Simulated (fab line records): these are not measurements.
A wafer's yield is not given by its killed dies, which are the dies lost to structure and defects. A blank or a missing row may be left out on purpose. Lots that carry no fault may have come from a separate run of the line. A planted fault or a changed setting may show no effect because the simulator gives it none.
Matching of chambers	flow nandHarc	NHARC_P_M2_DEP_00 on pecvd-04 has 3 sister chambers
The step deposits SiOC, target thk 182.5 nm. 6 wafers are shown with their chamber, then 6 later ones without.

== WAFERS PAIRED WITH THEIR CHAMBERS ==
wafer	chamber	showerheadVppV (V)	rfFwdPowerW (W)
L667.4	1	1520	598.7
L678.4	2	1521	598.1
L678.6	0	1692	596.0
L679.4	2	1522	601.3
L679.5	0	1682	596.7
L679.6	1	1519	596.9

== WAFERS MISSING THEIR CHAMBER ==
wafer	showerheadVppV (V)	rfFwdPowerW (W)
L680.4	1515	598.3
L680.5	1520	599.0
L680.6	1672	599.7
L684.1	1510	597.9
L684.2	1526	600.4
L684.5	1670	600.2

== CHAMBER TAKEN BY EACH ==
wafer	from the rows above	in truth
L680.4	can't be placed: 1 or 2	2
L680.5	can't be placed: 2 or 1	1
L680.6	0	0
L684.1	can't be placed: 1 or 2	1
L684.2	can't be placed: 2 or 1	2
L684.5	0	0
2 of 6 placed correctly. These rows do not allow placing 4 (true chamber among the candidates in 4). Wrongly placed: 0.
How it was worked out, from the rows above alone: a wafer's distance from a chamber is the root of the sum, over the readings, of the square of ((its reading less the chamber's mean) divided by the reading's scatter). If the next closest chamber is less than 2 further off than the closest, the wafer can't be placed; otherwise it belongs to the closest. For every chamber, the mean is computed from those of its wafers that are shown. The scatter: take each reading less its chamber's mean, square it, sum over the shown wafers, divide by the number of wafers less the number of chambers, and take the root.
